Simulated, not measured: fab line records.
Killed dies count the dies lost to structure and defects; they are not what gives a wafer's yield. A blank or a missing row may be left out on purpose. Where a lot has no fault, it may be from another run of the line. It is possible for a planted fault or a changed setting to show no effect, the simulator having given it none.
fab line records | flow n5-finfet
record lots=6 | wafers=18 | last-day=19
route steps=1938 shown BEOL_M7@1297
lots untouched by any fault: they come from a run of this same line in which no faults occurred
start-h: hours from the record's opening day to when the first of the lot's shown wafers began | wait-h: hours elapsed since this lot's preceding step | " identical to the entry in the row above | L1.1+2: a row that stands for several wafers | - either no value or no given start | * or withheld: withheld | < > ~ a bound
route shown NAME@n: names a module that has steps shown in the file, with the first one's number in the route | usual: mean and standard deviation over wafers with no fault | same: alike in all rows | chamber/n: place in a boat | sites: the reading at each site | _std_site: the standard deviation of these | _edge_site: outer sites' mean less inner sites' | radius-mm: how far each site lies from the wafer's centre | mask NAME#n: copy n | behind: tool/chamber where the wafer was last shaped | hold: cause of the lot's hold/its duration in hours/its outcome | device: whichever transistor did not switch (one of n, p or np) | end of line: the tests these same wafers got at the end of their route | a step with no rows: only its recipe | killed: the dies lost at the first sort to structure and to defects; this is not the yield of the wafer | map: shows each die of a wafer: x if killed, . if not, _ if none is there
set.NAME: the setting that was run; set.NAME@STEP: the one run at that earlier step | model.NAME: the simulator's own value behind a step, which no gauge read
lots at selected steps of the route; one table per step, one row per wafer
services: a tool's chamber out of use, with start hour (start-h, from the record's first day; less than 0 if before it), hours out, and reason
## steps
# step N5_BEOL_M7_OVL_MEAS_29
# recipe points-per-wafer=522
# usual V6_OVL=0.0/0.61
lot.wafer | tool       | chamber | start-h | wait-h | V6_OVL[nm]
L834.4    | overlay-02 | 0       | 234.71  | 0.0    | 0.3
L834.5    | "          | 0       | "       | "      | 0.5
L834.6    | "          | 0       | "       | "      | -0.5
L833.2    | overlay-01 | 0       | 234.74  | 0.0    | -0.2
L833.5    | "          | 0       | "       | "      | -0.1
L833.6    | "          | 0       | "       | "      | 0.6
L836.1    | overlay-01 | 0       | 265.75  | 0.0    | -0.1
L836.4    | "          | 0       | "       | "      | 0.8
L836.5    | "          | 0       | "       | "      | 0.0
L839.1    | overlay-02 | 0       | 270.18  | 0.0    | 0.0
L839.5    | "          | 0       | "       | "      | -0.2
L839.6    | "          | 0       | "       | "      | 0.4
L848.1    | overlay-01 | 0       | 311.35  | 0.0    | 0.0
L848.2    | "          | 0       | "       | "      | -0.5
L848.3    | "          | 0       | "       | "      | -0.1
L853.1    | overlay-01 | 0       | 364.25  | 0.0    | 0.0
L853.2    | "          | 0       | "       | "      | -0.6
L853.5    | "          | 0       | "       | "      | -0.6
# step N5_BEOL_M7_INSPECT_30
# recipe mode=adi | inspect-instrument=brightfield
# usual raw-defect-count=407/80
lot.wafer | tool              | chamber | start-h | wait-h | raw-defect-count
L834.4    | defect-inspect-01 | -       | 234.75  | 0.0    | 412
L834.5    | "                 | -       | "       | "      | 558
L834.6    | "                 | -       | "       | "      | 440
L833.2    | defect-inspect-02 | -       | 234.79  | 0.0    | 513
L833.5    | "                 | -       | "       | "      | 484
L833.6    | "                 | -       | "       | "      | 464
L836.1    | defect-inspect-01 | -       | 265.81  | 0.1    | 331
L836.4    | "                 | -       | "       | "      | 477
L836.5    | "                 | -       | "       | "      | 312
L839.1    | defect-inspect-01 | -       | 270.24  | 0.1    | 481
L839.5    | "                 | -       | "       | "      | 426
L839.6    | "                 | -       | "       | "      | 479
L848.1    | defect-inspect-02 | -       | 311.41  | 0.1    | 407
L848.2    | "                 | -       | "       | "      | 389
L848.3    | "                 | -       | "       | "      | 548
L853.1    | defect-inspect-02 | -       | 364.31  | 0.1    | 458
L853.2    | "                 | -       | "       | "      | 339
L853.5    | "                 | -       | "       | "      | 388
# step N5_BEOL_M7_DESCUM_33
# recipe chemistry=O2 | time-s=7 | source-power-w=50 | bias-power-w=20 | pressure-mtorr=20 | rf-frequency-hz=2.712e+07 | temp-c=40 | resist=CAR-EUV | o2-flow-sccm=225
# usual drypump-motor-current-A=5.9/0.41 | oes-product-au=0.79/0.089 | rf-vpp-V=243.0/1.6 | showerhead-plenum-p-Torr=2.08/0.083 | throttle-valve-pct=20.44/0.25
lot.wafer | tool        | chamber | start-h | wait-h | drypump-motor-current-A | oes-product-au | rf-hours-counter-h | rf-vpp-V | showerhead-plenum-p-Torr | throttle-valve-pct
L834.4    | rie-diel-04 | 0       | 235.40  | 0.7    | 5.9                     | 0.75           | 163                | 241.6    | 2.01                     | 20.25
L834.5    | "           | 1       | "       | "      | 5.2                     | 0.78           | -                  | 243.5    | 2.02                     | 20.31
L834.6    | "           | 0       | "       | "      | 5.9                     | 0.74           | -                  | 241.6    | 2.01                     | 20.25
L833.2    | rie-diel-05 | 3       | 235.42  | 0.6    | 5.8                     | 0.94           | 8                  | 245.7    | 2.23                     | 20.01
L833.5    | "           | 3       | "       | "      | 5.8                     | 0.94           | -                  | 245.7    | 2.23                     | 20.02
L833.6    | "           | 0       | "       | "      | 6.0                     | 0.70           | -                  | 243.3    | 2.16                     | 20.75
L836.1    | rie-diel-04 | 3       | 265.84  | 0.0    | 6.4                     | 0.76           | 163                | 240.8    | 1.92                     | 20.65
L836.4    | "           | 2       | "       | "      | 6.2                     | 0.92           | -                  | 242.9    | 2.06                     | 20.09
L836.5    | "           | 3       | "       | "      | 6.4                     | 0.75           | -                  | 239.9    | 1.92                     | 20.66
L839.1    | rie-diel-04 | 0       | 270.65  | 0.4    | 5.9                     | 0.74           | 178                | 240.8    | 2.00                     | 20.28
L839.5    | "           | 1       | "       | "      | 5.2                     | 0.77           | -                  | 241.1    | 2.01                     | 20.32
L839.6    | "           | 2       | "       | "      | 6.2                     | 0.92           | -                  | 242.8    | 2.05                     | 20.09
L848.1    | rie-diel-06 | 0       | 311.56  | 0.1    | 6.2                     | 0.74           | 186                | 243.3    | 2.09                     | 20.74
L848.2    | "           | 2       | "       | "      | 6.2                     | 1.02           | 2                  | 244.6    | 2.15                     | 20.41
L848.3    | "           | 3       | "       | "      | 6.2                     | 0.75           | 176                | 241.2    | 2.09                     | 20.71
L853.1    | rie-diel-06 | 3       | 364.35  | 0.0    | 6.2                     | 0.73           | 192                | 241.8    | 2.08                     | 20.74
L853.2    | "           | 0       | "       | "      | 6.1                     | 0.73           | 202                | 242.5    | 2.08                     | 20.75
L853.5    | "           | 3       | "       | "      | 6.2                     | 0.73           | -                  | 243.7    | 2.08                     | 20.75
# step N5_BEOL_M7_ETCH_72
# recipe chemistry=N2/H2 | target=underlayer | target-depth-a=65 | mask-material=CAR-EUV | time-s=5.2 | ion-energy-ev=200 | pressure-mtorr=30 | source-w=840 | bias-w=150 | n2-flow-sccm=200 | h2-flow-sccm=200 | ends=cleared
# usual drypump-motor-current-A=5.9/0.41 | etch-rf-on-time-s=5.20/0.075 | h2-flow-sccm=200.1/0.62 | oes-product-au=0.67/0.076 | rf-vpp-V=523/3.1 | showerhead-plenum-p-Torr=2.53/0.11 | throttle-valve-pct=17.89/0.28
lot.wafer | tool        | chamber | start-h | wait-h | drypump-motor-current-A | etch-rf-on-time-s | h2-flow-sccm | oes-product-au | rf-hours-counter-h | rf-vpp-V | showerhead-plenum-p-Torr | throttle-valve-pct
L834.4    | rie-diel-04 | 0       | 235.44  | 0.0    | 5.9                     | 5.21              | 199.8        | 0.63           | 163                | 522      | 2.43                     | 17.68
L834.5    | "           | 1       | "       | "      | 5.3                     | 5.06              | 201.2        | 0.67           | -                  | 523      | 2.44                     | 17.61
L834.6    | "           | 0       | "       | "      | 5.9                     | 5.26              | 199.1        | 0.62           | -                  | 519      | 2.43                     | 17.68
L833.2    | rie-diel-05 | 3       | 235.45  | 0.0    | 5.7                     | 5.10              | 199.0        | 0.81           | 8                  | 529      | 2.71                     | 17.39
L833.5    | "           | 3       | "       | "      | 5.7                     | 5.13              | 199.9        | 0.80           | -                  | 526      | 2.71                     | 17.36
L833.6    | "           | 0       | "       | "      | 5.9                     | 5.34              | 200.2        | 0.60           | -                  | 525      | 2.63                     | 18.24
L836.1    | rie-diel-04 | 3       | 265.88  | 0.0    | 6.4                     | 5.24              | 199.9        | 0.63           | 163                | 519      | 2.34                     | 18.20
L836.4    | "           | 2       | "       | "      | 6.2                     | 5.13              | 200.3        | 0.78           | -                  | 521      | 2.49                     | 17.60
L836.5    | "           | 3       | "       | "      | 6.5                     | 5.22              | 200.2        | 0.63           | -                  | 521      | 2.34                     | 18.21
L839.1    | rie-diel-04 | 0       | 270.68  | 0.0    | 5.9                     | 5.24              | 199.9        | 0.62           | 178                | 518      | 2.42                     | 17.71
L839.5    | "           | 1       | "       | "      | 5.3                     | 5.12              | 199.2        | 0.66           | -                  | 520      | 2.44                     | 17.64
L839.6    | "           | 2       | "       | "      | 6.3                     | 5.16              | 199.1        | 0.78           | -                  | 523      | 2.49                     | 17.61
L848.1    | rie-diel-06 | 0       | 311.59  | 0.0    | 6.2                     | 5.18              | 199.6        | 0.64           | 186                | 524      | 2.53                     | 18.11
L848.2    | "           | 2       | "       | "      | 6.2                     | 5.24              | 200.6        | 0.85           | 2                  | 524      | 2.61                     | 17.85
L848.3    | "           | 3       | "       | "      | 6.2                     | 5.21              | 200.5        | 0.63           | 176                | 522      | 2.53                     | 18.09
L853.1    | rie-diel-06 | 3       | 364.38  | 0.0    | 6.2                     | 5.22              | 199.8        | 0.63           | 192                | 524      | 2.53                     | 18.11
L853.2    | "           | 0       | "       | "      | 6.1                     | 5.19              | 200.0        | 0.62           | 202                | 525      | 2.52                     | 18.12
L853.5    | "           | 3       | "       | "      | 6.2                     | 5.23              | 200.2        | 0.63           | -                  | 523      | 2.53                     | 18.11
# step N5_BEOL_M7_ETCH_65
# recipe chemistry=CF4 | target=SiARC | target-depth-a=156 | mask-material=CAR-EUV | time-s=26 | ion-energy-ev=80 | pressure-mtorr=40 | source-w=545 | bias-w=36 | Ar_flow_sccm=100 | cf4-flow-sccm=100 | ends=cleared
# usual drypump-motor-current-A=5.9/0.41 | etch-rf-on-time-s=26.0/0.4 | mfc-ar-sccm=100.0/0.32 | oes-product-au=0.68/0.077 | rf-vpp-V=183.9/1.2 | showerhead-plenum-p-Torr=2.13/0.081 | throttle-valve-pct=15.61/0.26
lot.wafer | tool        | chamber | start-h | wait-h | drypump-motor-current-A | etch-rf-on-time-s | mfc-ar-sccm | oes-product-au | rf-hours-counter-h | rf-vpp-V | showerhead-plenum-p-Torr | throttle-valve-pct
L834.4    | rie-diel-04 | 0       | 235.45  | 0.0    | 5.9                     | 26.5              | 100.3       | 0.63           | 163                | 184.3    | 2.05                     | 15.44
L834.5    | "           | 1       | "       | "      | 5.2                     | 25.8              | 100.1       | 0.66           | -                  | 183.5    | 2.07                     | 15.54
L834.6    | "           | 0       | "       | "      | 5.9                     | 26.4              | 100.3       | 0.62           | -                  | 181.6    | 2.05                     | 15.45
L833.2    | rie-diel-05 | 3       | 235.47  | 0.0    | 5.8                     | 25.5              | 100.2       | 0.81           | 8                  | 185.2    | 2.27                     | 15.21
L833.5    | "           | 3       | "       | "      | 5.8                     | 25.6              | 99.5        | 0.82           | -                  | 185.4    | 2.27                     | 15.18
L833.6    | "           | 0       | "       | "      | 5.9                     | 26.5              | 99.8        | 0.60           | -                  | 185.1    | 2.21                     | 15.98
L836.1    | rie-diel-04 | 3       | 265.90  | 0.0    | 6.4                     | 25.7              | 99.9        | 0.64           | 163                | 182.3    | 1.97                     | 15.83
L836.4    | "           | 2       | "       | "      | 6.3                     | 25.9              | 100.5       | 0.79           | -                  | 183.4    | 2.10                     | 15.17
L836.5    | "           | 3       | "       | "      | 6.4                     | 26.0              | 99.7        | 0.64           | -                  | 183.8    | 1.97                     | 15.83
L839.1    | rie-diel-04 | 0       | 270.70  | 0.0    | 5.9                     | 26.1              | 99.9        | 0.63           | 178                | 181.1    | 2.05                     | 15.46
L839.5    | "           | 1       | "       | "      | 5.2                     | 25.4              | 100.1       | 0.66           | -                  | 182.8    | 2.07                     | 15.56
L839.6    | "           | 2       | "       | "      | 6.2                     | 25.5              | 99.8        | 0.79           | -                  | 183.7    | 2.10                     | 15.19
L848.1    | rie-diel-06 | 0       | 311.61  | 0.0    | 6.1                     | 25.8              | 99.8        | 0.63           | 186                | 184.0    | 2.13                     | 15.90
L848.2    | "           | 2       | "       | "      | 6.2                     | 26.2              | 99.9        | 0.86           | 2                  | 184.8    | 2.19                     | 15.51
L848.3    | "           | 3       | "       | "      | 6.2                     | 26.2              | 100.0       | 0.64           | 176                | 184.6    | 2.14                     | 15.90
L853.1    | rie-diel-06 | 3       | 364.40  | 0.0    | 6.2                     | 26.0              | 100.2       | 0.62           | 192                | 184.2    | 2.13                     | 15.92
L853.2    | "           | 0       | "       | "      | 6.1                     | 25.7              | 100.4       | 0.62           | 202                | 184.2    | 2.12                     | 15.90
L853.5    | "           | 3       | "       | "      | 6.2                     | 26.0              | 100.2       | 0.63           | -                  | 183.7    | 2.13                     | 15.92
# step N5_BEOL_M7_ETCH_66
# recipe chemistry=N2/H2 | target=SOC | target-depth-a=800 | overetch-a=160 | mask-material=SiARC | temp-c=40 | time-s=120 | ion-energy-ev=200 | pressure-mtorr=30 | source-w=840 | bias-w=150 | n2-flow-sccm=200 | h2-flow-sccm=200
# usual drypump-motor-current-A=5.9/0.41 | h2-flow-sccm=200.0/0.62 | oes-product-au=0.61/0.066 | rf-vpp-V=523/3 | showerhead-plenum-p-Torr=2.53/0.1 | throttle-valve-pct=17.85/0.28
lot.wafer | tool        | chamber | start-h | wait-h | drypump-motor-current-A | h2-flow-sccm | oes-product-au | rf-hours-counter-h | rf-vpp-V | showerhead-plenum-p-Torr | throttle-valve-pct
L834.4    | rie-diel-04 | 0       | 235.48  | 0.0    | 5.9                     | 200.6        | 0.57           | 163                | 520      | 2.43                     | 17.63
L834.5    | "           | 1       | "       | "      | 5.3                     | 199.6        | 0.59           | -                  | 521      | 2.44                     | 17.58
L834.6    | "           | 0       | "       | "      | 5.9                     | 200.2        | 0.57           | -                  | 520      | 2.43                     | 17.63
L833.2    | rie-diel-05 | 3       | 235.50  | 0.0    | 5.8                     | 199.6        | 0.72           | 8                  | 528      | 2.71                     | 17.32
L833.5    | "           | 3       | "       | "      | 5.7                     | 200.2        | 0.72           | -                  | 527      | 2.71                     | 17.32
L833.6    | "           | 0       | "       | "      | 5.9                     | 198.6        | 0.54           | -                  | 527      | 2.63                     | 18.20
L836.1    | rie-diel-04 | 3       | 265.92  | 0.0    | 6.5                     | 199.9        | 0.58           | 163                | 518      | 2.34                     | 18.15
L836.4    | "           | 2       | "       | "      | 6.2                     | 200.5        | 0.70           | -                  | 523      | 2.49                     | 17.53
L836.5    | "           | 3       | "       | "      | 6.5                     | 200.5        | 0.57           | -                  | 517      | 2.34                     | 18.14
L839.1    | rie-diel-04 | 0       | 270.73  | 0.0    | 5.8                     | 198.6        | 0.56           | 178                | 521      | 2.42                     | 17.66
L839.5    | "           | 1       | "       | "      | 5.3                     | 199.7        | 0.59           | -                  | 521      | 2.44                     | 17.58
L839.6    | "           | 2       | "       | "      | 6.3                     | 200.0        | 0.70           | -                  | 523      | 2.49                     | 17.57
L848.1    | rie-diel-06 | 0       | 311.64  | 0.0    | 6.1                     | 201.1        | 0.56           | 186                | 523      | 2.53                     | 18.04
L848.2    | "           | 2       | "       | "      | 6.2                     | 199.6        | 0.77           | 2                  | 526      | 2.61                     | 17.79
L848.3    | "           | 3       | "       | "      | 6.2                     | 200.0        | 0.57           | 177                | 523      | 2.53                     | 18.07
L853.1    | rie-diel-06 | 3       | 364.43  | 0.0    | 6.2                     | 199.6        | 0.56           | 192                | 524      | 2.53                     | 18.08
L853.2    | "           | 0       | "       | "      | 6.1                     | 199.3        | 0.55           | 203                | 522      | 2.52                     | 18.09
L853.5    | "           | 3       | "       | "      | 6.2                     | 199.6        | 0.56           | -                  | 524      | 2.53                     | 18.09
# step N5_BEOL_M7_STRIP_69
# recipe chemistry=N2/H2 | temp-c=40 | n2-flow-sccm=200 | h2-flow-sccm=200 | rf-frequency-hz=6e+07
# step N5_BEOL_M7_STRIP_73
# recipe chemistry=N2/H2 | temp-c=40 | n2-flow-sccm=200 | h2-flow-sccm=200 | rf-frequency-hz=6e+07
# step N5_BEOL_M7_VIA_ETCH_34
# recipe chemistry=C4F6/O2 | target=SiCOH_lowk | target-depth-a=1255 | mask-material=SOC | taper-deg=4 | time-s=50.5 | ion-energy-ev=250 | pressure-mtorr=30 | source-w=345 | bias-w=185 | Ar_flow_sccm=300 | C4F6_flow_sccm=10 | O2_flow_sccm=10
# step N5_BEOL_M7_STRIP_76
# recipe chemistry=C4F6/O2 | resist=SiARC | rf-frequency-hz=6e+07
# step N5_BEOL_M7_STRIP_36
# recipe chemistry=N2/H2 | power-w=450 | temp-c=40 | pressure-mtorr=20 | rf-frequency-hz=6e+07 | overash-fraction=0.3 | bias-power-w=7 | h2-frac=0.5 | n2-flow-sccm=200 | h2-flow-sccm=200
# usual drypump-motor-current-A=5.9/0.41 | h2-flow-sccm=200.0/0.57 | oes-product-au=0.79/0.09 | rf-vpp-V=59.2/1.5 | showerhead-plenum-p-Torr=2.52/0.11 | throttle-valve-pct=23.7/0.34
lot.wafer | tool        | chamber | start-h | wait-h | drypump-motor-current-A | h2-flow-sccm | oes-product-au | rf-hours-counter-h | rf-vpp-V | showerhead-plenum-p-Torr | throttle-valve-pct
L834.4    | rie-diel-04 | 0       | 235.63  | 0.0    | 5.9                     | 200.4        | 0.75           | 163                | 56.0     | 2.43                     | 23.4
L834.5    | "           | 1       | "       | "      | 5.3                     | 199.2        | 0.77           | -                  | 61.0     | 2.43                     | 23.3
L834.6    | "           | 0       | "       | "      | 5.9                     | 200.4        | 0.74           | -                  | 59.0     | 2.43                     | 23.4
L833.2    | rie-diel-05 | 3       | 235.65  | 0.0    | 5.7                     | 200.2        | 0.94           | 8                  | 59.7     | 2.70                     | 23.1
L833.5    | "           | 3       | "       | "      | 5.7                     | 200.7        | 0.94           | -                  | 62.3     | 2.70                     | 23.1
L833.6    | "           | 0       | "       | "      | 5.9                     | 200.3        | 0.69           | -                  | 59.3     | 2.62                     | 24.0
L836.1    | rie-diel-04 | 3       | 266.08  | 0.0    | 6.4                     | 200.1        | 0.76           | 163                | 58.9     | 2.33                     | 24.1
L836.4    | "           | 2       | "       | "      | 6.2                     | 199.8        | 0.93           | -                  | 58.9     | 2.48                     | 23.6
L836.5    | "           | 3       | "       | "      | 6.5                     | 198.4        | 0.75           | -                  | 59.4     | 2.33                     | 24.1
L839.1    | rie-diel-04 | 0       | 270.88  | 0.0    | 5.9                     | 200.0        | 0.73           | 178                | 57.3     | 2.42                     | 23.4
L839.5    | "           | 1       | "       | "      | 5.3                     | 199.7        | 0.76           | -                  | 62.5     | 2.43                     | 23.3
L839.6    | "           | 2       | "       | "      | 6.2                     | 199.2        | 0.93           | -                  | 59.2     | 2.48                     | 23.6
L848.1    | rie-diel-06 | 0       | 311.79  | 0.0    | 6.1                     | 200.6        | 0.74           | 186                | 61.4     | 2.52                     | 23.8
L848.2    | "           | 2       | "       | "      | 6.2                     | 201.3        | 1.01           | 2                  | 61.3     | 2.61                     | 23.7
L848.3    | "           | 3       | "       | "      | 6.2                     | 200.2        | 0.74           | 177                | 58.1     | 2.53                     | 23.9
L853.1    | rie-diel-06 | 3       | 364.58  | 0.0    | 6.2                     | 200.4        | 0.72           | 192                | 57.8     | 2.52                     | 23.9
L853.2    | "           | 0       | "       | "      | 6.1                     | 200.1        | 0.72           | 203                | 61.3     | 2.52                     | 23.8
L853.5    | "           | 3       | "       | "      | 6.2                     | 199.4        | 0.73           | -                  | 59.0     | 2.52                     | 23.9
# step N5_BEOL_M7_TRENCH_ETCH_37
# recipe chemistry=C4F6/O2 | target-depth-a=934.78 | target=SiCOH_lowk | time-s=31.2 | ion-energy-ev=250 | pressure-mtorr=30 | source-w=345 | bias-w=185 | Ar_flow_sccm=300 | C4F6_flow_sccm=10 | O2_flow_sccm=10
# step N5_BEOL_M7_ETCH_41
# recipe chemistry=CH3F/O2 | target=SiCN | target-depth-a=319 | taper-deg=2 | time-s=57.8 | ion-energy-ev=120 | mask-material=TiN | pressure-mtorr=30 | source-w=395 | bias-w=75 | Ar_flow_sccm=150 | CH3F_flow_sccm=30 | O2_flow_sccm=20
# usual drypump-motor-current-A=5.9/0.41 | mfc-ar-sccm=150.0/0.44 | oes-product-au=0.79/0.09 | rf-vpp-V=297.1/1.8 | showerhead-plenum-p-Torr=1.98/0.081 | throttle-valve-pct=16.32/0.26
lot.wafer | tool        | chamber | start-h | wait-h | drypump-motor-current-A | mfc-ar-sccm | oes-product-au | rf-hours-counter-h | rf-vpp-V | showerhead-plenum-p-Torr | throttle-valve-pct | model.etch.depth-nm
L834.4    | rie-diel-04 | 0       | 235.70  | -      | 5.9                     | 149.2       | 0.74           | 163                | 294.0    | 1.91                     | 16.13              | 21.64
L834.5    | "           | 1       | "       | "      | 5.3                     | 149.9       | 0.77           | -                  | 296.2    | 1.93                     | 16.24              | 21.95
L834.6    | "           | 0       | "       | "      | 5.9                     | 149.6       | 0.74           | -                  | 296.2    | 1.91                     | 16.13              | 21.88
L833.2    | rie-diel-05 | 3       | 235.72  | -      | 5.7                     | 149.9       | 0.95           | 8                  | 299.2    | 2.13                     | 15.93              | 22.15
L833.5    | "           | 3       | "       | "      | 5.7                     | 149.7       | 0.95           | -                  | 297.7    | 2.13                     | 15.94              | 22.06
L833.6    | "           | 0       | "       | "      | 5.9                     | 150.8       | 0.70           | -                  | 299.1    | 2.06                     | 16.68              | 21.42
L836.1    | rie-diel-04 | 3       | 266.15  | -      | 6.4                     | 149.6       | 0.92           | 163                | 293.2    | 1.83                     | 16.53              | 30.17
L836.4    | "           | 2       | "       | "      | 6.2                     | 150.7       | 1.13           | -                  | 297.2    | 1.96                     | 15.90              | 30.49
L836.5    | "           | 3       | "       | "      | 6.4                     | 149.9       | 0.76           | -                  | 293.8    | 1.83                     | 16.52              | 22.08
L839.1    | rie-diel-04 | 0       | 270.95  | -      | 5.9                     | 150.4       | 0.90           | 178                | 295.3    | 1.91                     | 16.15              | 29.88
L839.5    | "           | 1       | "       | "      | 5.2                     | 149.8       | 0.77           | -                  | 296.0    | 1.93                     | 16.25              | 22
L839.6    | "           | 2       | "       | "      | 6.2                     | 149.6       | 0.91           | -                  | 297.4    | 1.96                     | 15.90              | 22.09
L848.1    | rie-diel-06 | 0       | 311.86  | -      | 6.1                     | 149.2       | 0.73           | 186                | 297.6    | 1.99                     | 16.58              | 22.15
L848.2    | "           | 2       | "       | "      | 6.1                     | 150.6       | 1.00           | 2                  | 298.0    | 2.05                     | 16.20              | 22.14
L848.3    | "           | 3       | "       | "      | 6.2                     | 150.4       | 0.74           | 177                | 297.4    | 2.00                     | 16.62              | 21.67
L853.1    | rie-diel-06 | 3       | 364.65  | -      | 6.2                     | 149.8       | 0.73           | 192                | 296.8    | 2.00                     | 16.65              | 21.69
L853.2    | "           | 0       | "       | "      | 6.1                     | 150.1       | 0.72           | 203                | 297.2    | 1.98                     | 16.60              | 22.08
L853.5    | "           | 3       | "       | "      | 6.2                     | 149.5       | 0.74           | -                  | 297.3    | 2.00                     | 16.66              | 21.68
# step N5_BEOL_M7_STRIP_80
# recipe chemistry=N2/H2 | time-s=10 | power-w=450 | temp-c=40 | pressure-mtorr=20 | rf-frequency-hz=6e+07 | bias-power-w=7 | n2-flow-sccm=200 | h2-flow-sccm=200
## services
tool        | chamber | start-h | hours | kind
rie-diel-04 | 1       | 246.57  | 21.8  | repair
rie-diel-04 | 2       | 259.91  | 4.9   | repair
rie-diel-06 | 2       | 288.97  | -     | clean
rie-diel-06 | 2       | 288.97  | -     | consumable-replace:focus-ring
rie-diel-06 | 2       | 288.97  | 15.6  | scheduled-down
rie-diel-06 | 2       | 288.97  | 15.6  | vent-cycle
rie-diel-06 | 1       | 310.69  | 9.2   | repair
## key
first-sign step=N5_BEOL_M7_ETCH_41 | reading=oes-product-au | direction=up | sigmas=2.1 | usual=0.79 | struck=0.99 | wafers-moved=1
effect none on later readings
model-effect step=N5_BEOL_M7_ETCH_41 | value=etch.depth-nm | without=22.04 | struck=30.18
met-at N5_BEOL_M7_ETCH_41
struck-wafers L836.1,L836.4,L839.1
onset-between 235.70 266.15
fault kind=process-parameter-drift | tool=rie-diel-04 | chamber=- | onset-h=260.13 | steps=N5_BEOL_M7_ETCH_41 | channel=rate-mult | offset=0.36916 | shape=step | end-h=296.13 | scope=struck-wafers-only
